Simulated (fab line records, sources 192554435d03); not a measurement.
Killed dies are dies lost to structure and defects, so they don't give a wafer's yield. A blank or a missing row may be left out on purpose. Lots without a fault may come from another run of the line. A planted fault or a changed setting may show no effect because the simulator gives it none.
Split-lot experiment | flow n5_finfet | 7 lots, 30 wafers read, on a route of 1938 steps

THE SPLIT
At N5_BEOL_M15_ILD_DEP_00 (deposits SiO2 from TEOS/O2, target thk 1629.3 nm, time 346.1 s), the setting time_s was moved away from the recipe's 346.1 s on 12 of the 30 wafers read, by -58.0% to +59.9%. The other wafers ran this setting at the recipe's value.

FROM THE SPLIT TO THE READING: what the file shows between them, 10 steps
- N5_BEOL_M15_THK_MEAS_01
- N5_BEOL_M15_COAT_58: time 60 s, resist thk 89 nm
- N5_BEOL_M15_COAT_04: resist thk 800 nm
- N5_BEOL_M15_DESCUM_15: chemistry O2, time 7.9 s
- N5_BEOL_M15_ETCH_59: etches BARC in N2/H2, target depth 89 nm, overetch 26.7 nm, time 67.9 s
- N5_BEOL_M15_VIA_ETCH_16: etches SiO2 in C4F8/O2/Ar, target depth 1792.2 nm
- N5_BEOL_M15_STRIP_63: strips in O2
- N5_BEOL_M15_STRIP_64: strips in O2
- N5_BEOL_M15_STRIP_65: strips in post etch residue remover, time 60 s
- N5_BEOL_M15_SRD_66: time 30 s, dry time 30 s

THE READING
cd_nm, in nm, at N5_BEOL_M15_CD_MEAS_17 (target cd 360 nm). Fault-free wafers of this fab line usually give 360.2 nm, standard deviation 2.3 nm.

wafer  | tool, chamber at the split | time_s as run, s | against the recipe | cd_nm, nm | against lot-mates on the recipe
L076.1 | pecvd-04, 0                | 346.1            | recipe             | 360.4     | -
L076.3 | pecvd-04, 1                | 346.1            | recipe             | 360.6     | -
L076.6 | pecvd-04, 2                | 346.1            | recipe             | 361.3     | -
L081.2 | pecvd-03, 2                | 346.1            | recipe             | 361.9     | -
L081.4 | pecvd-03, 1                | 346.1            | recipe             | 360.7     | -
L081.5 | pecvd-03, 2                | 145.2            | -58.0%             | 349.1     | -12.2
L085.1 | pecvd-02, 0                | 346.1            | recipe             | 362.0     | -
L085.3 | pecvd-02, 1                | 463.6            | +33.9%             | 364.8     | +2.7
L085.4 | pecvd-02, 2                | 346.1            | recipe             | 362.2     | -
L086.1 | pecvd-04, 1                | 223              | -35.6%             | 352.8     | -5.1
L086.2 | pecvd-04, 2                | 346.1            | recipe             | 357.2     | -
L086.3 | pecvd-04, 2                | 346.1            | recipe             | 359.4     | -
L086.4 | pecvd-04, 1                | 223              | -35.6%             | 352.8     | -5.1
L086.5 | pecvd-04, 1                | 223              | -35.6%             | 352.7     | -5.2
L086.6 | pecvd-04, 2                | 346.1            | recipe             | 357.0     | -
L089.3 | pecvd-03, 0,2              | 288.5            | -16.6%             | 355.5     | -3.1
L089.5 | pecvd-03, 1                | 346.1            | recipe             | 359.3     | -
L089.6 | pecvd-03, 0                | 346.1            | recipe             | 357.8     | -
L088.1 | pecvd-03, 2                | 553.3            | +59.9%             | 368.1     | +9.6
L088.2 | pecvd-03, 0                | 346.1            | recipe             | 357.8     | -
L088.3 | pecvd-03, 1                | 553.3            | +59.9%             | 370.7     | +12.2
L088.4 | pecvd-03, 2                | 346.1            | recipe             | 360.5     | -
L088.5 | pecvd-03, 1                | 346.1            | recipe             | 357.1     | -
L088.6 | pecvd-03, 0                | 553.3            | +59.9%             | 367.2     | +8.7
L096.1 | pecvd-02, 0                | 346.1            | recipe             | 360.2     | -
L096.2 | pecvd-02, 1                | 266.7            | -22.9%             | 351.4     | -6.7
L096.3 | pecvd-02, 2                | 346.1            | recipe             | 357.2     | -
L096.4 | pecvd-02, 1                | 346.1            | recipe             | 356.9     | -
L096.5 | pecvd-02, 0                | 266.7            | -22.9%             | 357.8     | -0.3
L096.6 | pecvd-02, 2                | 266.7            | -22.9%             | 358.1     | +0.0
Where a row lists several chambers, the file gives one row for several wafers and doesn't say which wafer went through which chamber.

THE FIT
A straight line over all 30 wafers: cd_nm changes by +0.165 nm for each +1% of time_s; r = +0.92; the points scatter about the line by 1.9 nm.
The same after taking each lot's own level away (the mean of its wafers on the recipe; 30 wafers): +0.162 nm for each +1%; r = +0.94; scatter 1.7 nm.
On that fit, the largest move of time_s shifts the reading by 9.7 nm.
The lots' own levels span 357.87 to 362.10 nm, that is 1.8 times the standard deviation above.
So the lot-to-lot level changes the slope little: the two slopes agree.
Check: with one of the wafers moved furthest among these (+59.9%) left out of the fit, the line predicts +9.79 nm for it against its lot-mates. It came out at +9.63 nm against them.

OTHER SPLITS ON THESE WAFERS
These wafers also went through other splits before the reading. Each is held against what the fit with the lots' levels taken away leaves over:
other split on the same wafers        | wafers away from the commonest value | r with cd_nm (lot level and that fit taken away)
N5_BEOL_M8_CURE_75 time_s             | 14                                   | +0.16
N5_BEOL_M9_VIA_ETCH_34 target_depth_a | 9                                    | -0.09

THE WHOLE CHAIN: every reading that the file lists as answering this split, in the file's order
step                    | what it does                                                   | reading                                                                             | change (the file's fit)               | r (the file's)
N5_BEOL_M15_ILD_DEP_00  | deposits SiO2 from TEOS/O2, target thk 1629.3 nm, time 346.1 s | SiO2_of_BEOL_M15_ILD_DEP_00.thk_nm (the simulator's own value, which no gauge read) | +16.1 nm for each +1% of the setting  | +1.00
N5_BEOL_M15_THK_MEAS_01 |                                                                | M15_ILD_THK                                                                         | +16.1 for each +1% of the setting     | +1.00
N5_BEOL_M15_VIA_ETCH_16 | etches SiO2 in C4F8/O2/Ar, target depth 1792.2 nm              | etch.depth_nm (the simulator's own value, which no gauge read)                      | +16.1 nm for each +1% of the setting  | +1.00
N5_BEOL_M15_VIA_ETCH_16 | etches SiO2 in C4F8/O2/Ar, target depth 1792.2 nm              | coat_of_BEOL_M15_COAT_04.thk_nm (the simulator's own value, which no gauge read)    | -3.83 nm for each +1% of the setting  | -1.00
N5_BEOL_M15_CD_MEAS_17  | target cd 360 nm                                               | cd_nm                                                                               | +0.163 nm for each +1% of the setting | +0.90

THE FILE'S OWN FIT
cd_nm changes by +0.163 nm for each +1% of time_s, r = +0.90.
